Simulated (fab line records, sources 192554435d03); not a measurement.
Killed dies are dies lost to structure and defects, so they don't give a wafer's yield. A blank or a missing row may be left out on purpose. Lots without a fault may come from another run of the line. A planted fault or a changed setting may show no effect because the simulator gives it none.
Which tool did it? | flow n5_finfet | 9 lots, 26 wafers sampled, at 4 steps of a route of 1938

WHAT THE GAUGES READ, wafer by wafer
The record holds no reading of a measuring or inspecting step that can be judged against a usual standard deviation.

WHICH TOOL RAN EACH LOT (tool, then ch and the chambers of the sampled wafers, then the start)
lot  | N5_BEOL_M5_DESCUM_16               | N5_BEOL_M5_STRIP_19                | N5_BEOL_M5_ETCH_68                 | N5_BEOL_M5_STRIP_91
L476 | rie_diel-05 ch 1,2,3, day 8 04:49  | rie_diel-05 ch 1,2,3, day 8 05:11  | rie_diel-02 ch 0,2,3, day 8 06:40  | rie_diel-02 ch 0,2,3, no start
L481 | rie_diel-02 ch 0,2,3, day 9 10:17  | rie_diel-02 ch 1,2,3, day 9 10:38  | rie_diel-02 ch 0,1,3, day 9 13:46  | rie_diel-02 ch 0,1,3, no start
L483 | rie_diel-05 ch 0,2, day 9 23:38    | rie_diel-05 ch 2,3, day 10 00:00   | rie_diel-02 ch 0,1,3, day 10 01:37 | rie_diel-02 ch 0,1,3, no start
L485 | rie_diel-05 ch 2,3, day 10 06:13   | rie_diel-01 ch 1,2, day 10 06:40   | rie_diel-02 ch 0,3, day 10 08:25   | rie_diel-02 ch 0,3, no start
L484 | rie_diel-01 ch 0,1,2, day 10 12:50 | rie_diel-01 ch 1,2,3, day 10 13:11 | rie_diel-01 ch 1,3, day 10 13:55   | rie_diel-01 ch 1,3, no start
L493 | rie_diel-05 ch 0,2,3, day 12 02:38 | rie_diel-05 ch 0,1,3, day 12 02:59 | rie_diel-05 ch 0,1,2, day 12 04:19 | rie_diel-05 ch 0,1,2, no start
L497 | rie_diel-01 ch 0,1, day 13 14:47   | rie_diel-05 ch 0,1,2, day 13 15:16 | rie_diel-05 ch 0,2,3, day 13 16:26 | rie_diel-05 ch 0,2,3, no start
L496 | rie_diel-02 ch 1,3, day 13 23:05   | rie_diel-05 ch 1,3, day 13 23:26   | rie_diel-02 ch 0,3, day 14 00:15   | rie_diel-02 ch 0,3, no start
L498 | rie_diel-01 ch 1,3, day 13 23:25   | rie_diel-05 ch 1,2, day 13 23:55   | rie_diel-02 ch 1,2,3, day 14 00:45 | rie_diel-02 ch 1,2,3, no start
- N5_BEOL_M5_DESCUM_16: chemistry O2, time 7 s.
- N5_BEOL_M5_STRIP_19: strips in O2.
- N5_BEOL_M5_ETCH_68: etches SOC in N2/H2, target depth 80 nm, overetch 16 nm, time 120 s.
- N5_BEOL_M5_STRIP_91: strips in N2/H2, time 10 s.

WHAT THE TOOLS THEMSELVES READ (means of the sampled wafers that have a number; where no wafer has one, the mark that the record gives instead)
N5_BEOL_M5_DESCUM_16.
lot  | tool        | drypump_motor_current_A (A) | oes_product_au (a.u.) | rf_vpp_V (V) | showerhead_plenum_p_Torr (Torr) | temp_c (C) | throttle_valve_pct (%)
L476 | rie_diel-05 | 5.8                         | 0.80                  | 243.9        | 2.14                            | 39.97      | 20.28
L481 | rie_diel-02 | 5.8                         | 0.83                  | 243.0        | 2.11                            | 39.98      | 20.32
L483 | rie_diel-05 | 5.7                         | 0.83                  | 242.6        | 2.12                            | 40.00      | 20.46
L485 | rie_diel-05 | 5.8                         | 0.76                  | 244.6        | 2.14                            | 40.06      | 20.42
L484 | rie_diel-01 | 5.9                         | 0.77                  | 243.6        | 2.12                            | 40.14      | 20.37
L493 | rie_diel-05 | 5.8                         | 0.77                  | 243.0        | 2.13                            | 40.00      | 20.51
L497 | rie_diel-01 | 6.0                         | 0.92                  | 242.3        | 2.08                            | 40.19      | 20.08
L496 | rie_diel-02 | 5.9                         | 0.70                  | 243.1        | 2.07                            | 40.15      | 20.40
L498 | rie_diel-01 | 5.8                         | 0.80                  | 242.6        | 2.01                            | 39.99      | 20.53

N5_BEOL_M5_STRIP_19.
lot  | tool        | drypump_motor_current_A (A) | oes_product_au (a.u.) | rf_vpp_V (V) | showerhead_plenum_p_Torr (Torr) | temp_c (C) | throttle_valve_pct (%)
L476 | rie_diel-05 | 5.8                         | 0.80                  | 3.7          | 2.14                            | 40.02      | 16.52
L481 | rie_diel-02 | 6.1                         | 0.81                  | 3.7          | 2.11                            | 40.03      | 16.68
L483 | rie_diel-05 | 5.7                         | 0.77                  | 3.2          | 2.14                            | 39.87      | 16.64
L485 | rie_diel-01 | 5.8                         | 0.68                  | 3.5          | 2.11                            | 40.02      | 16.88
L484 | rie_diel-01 | 5.7                         | 0.71                  | 3.8          | 2.08                            | 39.92      | 16.89
L493 | rie_diel-05 | 6.0                         | 0.78                  | 4.0          | 2.14                            | 39.98      | 16.64
L497 | rie_diel-05 | 5.8                         | 0.81                  | 3.5          | 2.12                            | 39.91      | 16.62
L496 | rie_diel-05 | 5.9                         | 0.86                  | 3.3          | 2.13                            | 39.99      | 16.34
L498 | rie_diel-05 | 5.6                         | 0.79                  | 3.8          | 2.12                            | 39.93      | 16.56

N5_BEOL_M5_ETCH_68.
lot  | tool        | drypump_motor_current_A (A) | h2_flow_sccm (sccm) | oes_product_au (a.u.) | rf_vpp_V (V) | run_length_s (s) | showerhead_plenum_p_Torr (Torr) | temp_c (C) | throttle_valve_pct (%)
L476 | rie_diel-02 | 5.8                         | 200.3               | 0.64                  | 526.1        | 143.5            | 2.58                            | 39.96      | 17.69
L481 | rie_diel-02 | 5.8                         | 200.4               | 0.57                  | 524.0        | 143.3            | 2.55                            | 39.95      | 17.86
L483 | rie_diel-02 | 5.8                         | 200.3               | 0.59                  | 524.0        | 140.5            | 2.55                            | 40.04      | 17.88
L485 | rie_diel-02 | 5.6                         | 200.3               | 0.60                  | 523.6        | 139.0            | 2.55                            | 39.95      | 17.72
L484 | rie_diel-01 | 5.9                         | 200.5               | 0.55                  | 521.9        | 143.5            | 2.48                            | 40.02      | 17.91
L493 | rie_diel-05 | 5.8                         | 200.4               | 0.63                  | 523.9        | 143.3            | 2.57                            | 39.98      | 17.70
L497 | rie_diel-05 | 5.9                         | 200.1               | 0.65                  | 524.5        | 143.4            | 2.59                            | 40.00      | 17.75
L496 | rie_diel-02 | 5.6                         | 199.9               | 0.56                  | 523.6        | 143.5            | 2.54                            | 39.98      | 17.73
L498 | rie_diel-02 | 6.1                         | 200.1               | 0.58                  | 524.0        | 143.4            | 2.54                            | 40.05      | 17.89

N5_BEOL_M5_STRIP_91.
lot  | tool        | drypump_motor_current_A (A) | h2_flow_sccm (sccm) | oes_product_au (a.u.) | rf_vpp_V (V) | showerhead_plenum_p_Torr (Torr) | temp_c (C) | throttle_valve_pct (%)
L476 | rie_diel-02 | 5.8                         | 200.0               | 0.85                  | 60.0         | 2.57                            | 39.93      | 23.6
L481 | rie_diel-02 | 5.8                         | 199.5               | 0.76                  | 59.0         | 2.55                            | 39.95      | 23.8
L483 | rie_diel-02 | 5.8                         | 199.9               | 0.75                  | 59.0         | 2.55                            | 40.11      | 23.7
L485 | rie_diel-02 | 5.5                         | 200.4               | 0.77                  | 59.5         | 2.55                            | 40.06      | 23.6
L484 | rie_diel-01 | 5.9                         | 200.6               | 0.71                  | 58.7         | 2.48                            | 40.02      | 23.7
L493 | rie_diel-05 | 5.8                         | 199.9               | 0.82                  | 59.7         | 2.57                            | 40.02      | 23.5
L497 | rie_diel-05 | 5.9                         | 199.9               | 0.85                  | 59.4         | 2.58                            | 40.11      | 23.7
L496 | rie_diel-02 | 5.6                         | 200.5               | 0.73                  | 58.6         | 2.53                            | 40.00      | 23.6
L498 | rie_diel-02 | 6.1                         | 200.1               | 0.77                  | 59.8         | 2.53                            | 39.86      | 23.7

THE ANSWER, worked out from the rows above alone
Rule: what is usual is taken from the lots themselves. Put in order of their means at a reading, lots are off if they are a third of the lots or fewer, leave a main group of 4 or more, and stand apart from it by a gap of 3 or more times the standard deviation of the main group's means; of several such gaps the widest counts. A main group whose means are all the same, to the digits that the tables above print for the reading, isn't used. A lot without any number at a reading at which 4 lots or more have one is off too. The other lots that the step has rows for count as sound. The gauges are gone through in route order, then the tools' own readings, and for those a lot's mean is taken as printed above. The first step at which some lot is off is used, and at that step the reading that is off furthest; a lot without a number counts as furthest.
Off: L483, L485, at N5_BEOL_M5_ETCH_68 (run_length_s). The main group: mean 143.4 s, standard deviation 0.083.
A tool fits if, at that step or a process step before it, it ran every lot that is off, and no sound lot after the first of them. None of those tried fits.

WHAT THE SIMULATOR HAD PUT IN
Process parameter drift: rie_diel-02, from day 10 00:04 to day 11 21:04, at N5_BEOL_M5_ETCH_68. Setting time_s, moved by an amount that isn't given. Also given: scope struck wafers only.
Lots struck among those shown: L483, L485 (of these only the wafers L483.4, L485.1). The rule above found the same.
